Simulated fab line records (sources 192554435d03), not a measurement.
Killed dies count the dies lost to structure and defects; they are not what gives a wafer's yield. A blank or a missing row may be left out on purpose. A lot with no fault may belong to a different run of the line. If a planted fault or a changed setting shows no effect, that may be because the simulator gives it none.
Code-filled problem report in 8D (eight disciplines) form | flow n5Finfet | the parts of the form that need people (team, actions taken, sign-off) are left out

== 1. WHAT IS WRONG ==
N5_BEOL_M7_CVD_78, runLengthS: mean 104.5 s over 1 wafer from 1 lot; wafers with no fault: 165.1 s, standard deviation 0.41. That is -99 or more standard deviations from the usual mean.
The step: deposits Co from CCTBA/H2, target thk 2 nm, time 142.3 s.
First observed at day 13 16:08: wafer L221.5, on cvdCo-02. Wafers with a number at this step in the record: 33, from 11 lots. Rule for "out" (also "out of limits"): further than 4 standard deviations from the usual mean. Any other wafer with a number is counted as sound.

== 2. WHAT IT IS; WHAT IT IS NOT ==
question                    | is                | is not
which readings at this step | runLengthS        | -
which lots                  | L221              | L205, L207, L209, L210, L211, L212, L215, L216, L217, L228
which wafers of those lots  | L221.5            | L221.1, L221.3
read on which tools         | cvdCo-02          | cvdCo-01
when                        | from day 13 16:08 | up to then (29 sound wafers); but 3 sound wafers of L228 came after

== 3. THE SUSPECTS, EACH WITH WHAT RULES IT OUT ==
Counting: a tool at a process step up to the reading stays a suspect if it ran every lot that is out. Sound lots after the first of them don't rule it out here, since some wafers of a struck lot are sound.
- rieDiel-02 at N5_BEOL_M7_TRENCH_ETCH_37 (etches SiCOH lowk in C4F6/O2, target depth 93.478 nm, time 31.2 s): kept. It ran the lot that is out, L221 (day 13 16:08); its last sound lot up to then is L210 (day 10 02:46). Because N5_BEOL_M7_TRENCH_ETCH_37 lacks a start for some lots, the hours and order of its lots are taken from N5_BEOL_M7_CVD_78.
- rieDiel-02 at N5_BEOL_M7_STRIP_80 (strips in N2/H2, time 10 s): kept. It ran the lot that is out, L221 (day 13 16:08); its last sound lot up to then is L210 (day 10 02:46). Because N5_BEOL_M7_STRIP_80 lacks a start for some lots, the hours and order of its lots are taken from N5_BEOL_M7_CVD_78.
- cvdCo-02 at N5_BEOL_M7_CVD_78 (deposits Co from CCTBA/H2, target thk 2 nm, time 142.3 s): kept. It ran the lot that is out, L221 (day 13 16:08); its last sound lot up to then is L216 (day 12 02:30). Its own readings are out on those wafers: runLengthS.
The count leaves rieDiel-02 at N5_BEOL_M7_TRENCH_ETCH_37, rieDiel-02 at N5_BEOL_M7_STRIP_80, and cvdCo-02 at N5_BEOL_M7_CVD_78.

== 4. THE CAUSE (what the simulator had put in) ==
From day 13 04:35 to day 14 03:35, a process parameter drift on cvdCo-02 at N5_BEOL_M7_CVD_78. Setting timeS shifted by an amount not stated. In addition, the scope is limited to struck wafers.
Counting leaves 3 suspects; this tool is one of them.

== 5. THE EFFECT CHAIN, in route order ==
Each row: a reading whose mean over the struck wafers that have a number lies more than 3 standard deviations from the usual. Readings are gone through only where the record gives a usual standard deviation; hours: the median, over the lots, of the time from a lot's start at the first step in this table giving one to that lot's start at this step; sigmas: the change measured in usual standard deviations.
hours | step              | reading    | usual   | on struck wafers | change | sigmas
0     | N5_BEOL_M7_CVD_78 | runLengthS | 165.1 s | 104.5            | -60.6  | -99 or more
Its process steps:
- N5_BEOL_M7_CVD_78: deposits Co from CCTBA/H2, target thk 2 nm, time 142.3 s.
At these later measuring or inspecting steps, every struck wafer for which the step has a row has a number for every such reading, and none has moved that far: N5_BEOL_M7_THK_MEAS_53.

== 6. WHAT WOULD HAVE CAUGHT IT SOONER ==
In this record the first reading out of limits was taken at day 13 16:08, 12 hours after the fault began at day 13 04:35.
